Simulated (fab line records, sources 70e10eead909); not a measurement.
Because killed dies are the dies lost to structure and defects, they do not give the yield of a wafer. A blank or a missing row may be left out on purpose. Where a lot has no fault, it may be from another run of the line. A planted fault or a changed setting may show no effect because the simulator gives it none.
Chamber matching :: flow nandHarc :: pecvd-01 running NHARC_P_M0_DEP_32: 3 sister chambers
The step deposits SiCN, target thk 30 nm. 6 wafers are shown with their chamber, then 10 later ones without.

## EACH WAFER AND ITS CHAMBER
wafer: L081.2
chamber: 2
heaterPowerW (W): 516
rfFwdPowerW (W): 447.2

wafer: L085.2
chamber: 1
heaterPowerW (W): 796
rfFwdPowerW (W): 447.7

wafer: L085.3
chamber: 2
heaterPowerW (W): 567
rfFwdPowerW (W): 449.8

wafer: L085.6
chamber: 0
heaterPowerW (W): 564
rfFwdPowerW (W): 447.6

wafer: L087.1
chamber: 0
heaterPowerW (W): 572
rfFwdPowerW (W): 446.9

wafer: L087.3
chamber: 1
heaterPowerW (W): 813
rfFwdPowerW (W): 448.7

## WAFERS WITHOUT THEIR CHAMBER
wafer: L087.6
heaterPowerW (W): 567
rfFwdPowerW (W): 448.9

wafer: L090.2
heaterPowerW (W): 769
rfFwdPowerW (W): 448.2

wafer: L090.5
heaterPowerW (W): 782
rfFwdPowerW (W): 449.2

wafer: L090.6
heaterPowerW (W): 555
rfFwdPowerW (W): 449.4

wafer: L091.2
heaterPowerW (W): 614
rfFwdPowerW (W): 447.2

wafer: L091.4
heaterPowerW (W): 538
rfFwdPowerW (W): 450.1

wafer: L091.6
heaterPowerW (W): 784
rfFwdPowerW (W): 449.0

wafer: L097.1
heaterPowerW (W): 500
rfFwdPowerW (W): 448.8

wafer: L097.2
heaterPowerW (W): 711
rfFwdPowerW (W): 448.2

wafer: L097.5
heaterPowerW (W): 523
rfFwdPowerW (W): 449.2

## WHICH CHAMBER EACH ONE RAN IN
wafer: L087.6
from the rows above: can't be placed: 2 or 0
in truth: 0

wafer: L090.2
from the rows above: 1
in truth: 1

wafer: L090.5
from the rows above: 1
in truth: 1

wafer: L090.6
from the rows above: can't be placed: 2 or 0
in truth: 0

wafer: L091.2
from the rows above: can't be placed: 0 or 2
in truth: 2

wafer: L091.4
from the rows above: can't be placed: 2 or 0
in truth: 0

wafer: L091.6
from the rows above: 1
in truth: 1

wafer: L097.1
from the rows above: can't be placed: 2 or 0
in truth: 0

wafer: L097.2
from the rows above: 1
in truth: 1

wafer: L097.5
from the rows above: can't be placed: 2 or 0
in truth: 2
Placed correctly: 4 of 10. From these rows, 6 cannot be placed; in 6 the true chamber is one of the candidates. Wrongly placed: 0.
How it was worked out, from the rows above alone: a wafer's distance from a chamber is the root of the sum, over the readings, of the square of ((its reading less the chamber's mean) divided by the reading's scatter). If the next closest chamber is less than 2 further off than the closest, the wafer can't be placed; otherwise it belongs to the closest. Each chamber's mean is taken over the wafers shown for it. The scatter: take each reading less its chamber's mean, square it, sum over the shown wafers, divide by the number of wafers less the number of chambers, and take the root.
